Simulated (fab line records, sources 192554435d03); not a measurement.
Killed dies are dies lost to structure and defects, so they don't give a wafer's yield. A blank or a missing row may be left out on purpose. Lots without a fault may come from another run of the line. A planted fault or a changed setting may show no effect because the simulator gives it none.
One fault seen from 2 desks | flow n5_finfet | each desk has only its own numbers; what lay behind them comes last

THE METROLOGY DESK
What the gauges read, lot by lot, whatever tool the lot ran on: means of the sampled wafers that have a number. A lot is out of limits, marked OUT, if its mean lies more than 4 standard deviations from the usual mean; the brackets give that distance.
Columns: A = cd_nm at N5_HKMG_FIN_CD_MEAS_12, usual 92.9 nm
lot  | first seen here | A
L895 | day 4 18:23     | 92.6
L896 | day 4 22:28     | 93.2
L898 | day 5 08:45     | 92.4
L899 | day 5 15:18     | 92.8
L901 | day 6 06:10     | 93.4
L902 | day 6 11:02     | 92.9
L903 | day 6 16:31     | 92.5
L904 | day 6 22:53     | 93.4
L905 | day 7 03:43     | 93.0
L906 | day 7 08:55     | 93.5
L912 | day 8 19:54     | 93.2
L914 | day 9 08:44     | 80.8 (-19) OUT
L916 | day 9 20:01     | 92.9
This desk's finding: out of limits on L914; first on L914, day 9 08:44 (cd_nm at N5_HKMG_FIN_CD_MEAS_12). In limits: L895, L896, L898, L899, L901, L902, L903, L904, L905, L906, L912, L916.

THE TOOL OWNER'S DESK: arfi_scanner-03
The tool's own readings at N5_HKMG_FIN_EXPOSE_09 (exposes mask NWFM): means of the sampled wafers that have a number, for each lot that ran on this tool. A lot is out of limits, marked OUT, if its mean lies more than 4 standard deviations from the usual mean; the brackets give that distance.
Columns: A = exposure_dose_mJ_cm2 at N5_HKMG_FIN_EXPOSE_09, usual 39.24; B = stage_vel_mm_s at N5_HKMG_FIN_EXPOSE_09, usual 499.98 mm/s
lot  | first seen here | A               | B
L896 | day 4 22:21     | 39.27           | 500.12
L899 | day 5 15:11     | 39.27           | 500.15
L902 | day 6 10:55     | 39.25           | 500.15
L905 | day 7 03:36     | 39.23           | 500.19
L914 | day 9 08:37     | 40.25 (+26) OUT | 499.71
This desk's finding: out of limits on L914; first on L914, day 9 08:37 (exposure_dose_mJ_cm2 at N5_HKMG_FIN_EXPOSE_09). In limits: L896, L899, L902, L905.

PUT TOGETHER
The tool owner's desk could have raised an alarm at day 9 08:37, on L914.
The metrology desk could have raised an alarm at day 9 08:44, on L914.
Of the lots named, all ran N5_HKMG_FIN_EXPOSE_09 on arfi_scanner-03.

WHAT THE SIMULATOR HAD PUT IN
Process parameter drift: arfi_scanner-03, from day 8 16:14 on, at N5_HKMG_FIN_EXPOSE_09. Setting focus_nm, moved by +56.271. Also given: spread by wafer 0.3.
Lots struck among those shown: L914.
Hours from the fault's start to each desk's first reading out of limits: the tool owner's desk, 16; the metrology desk, 17.
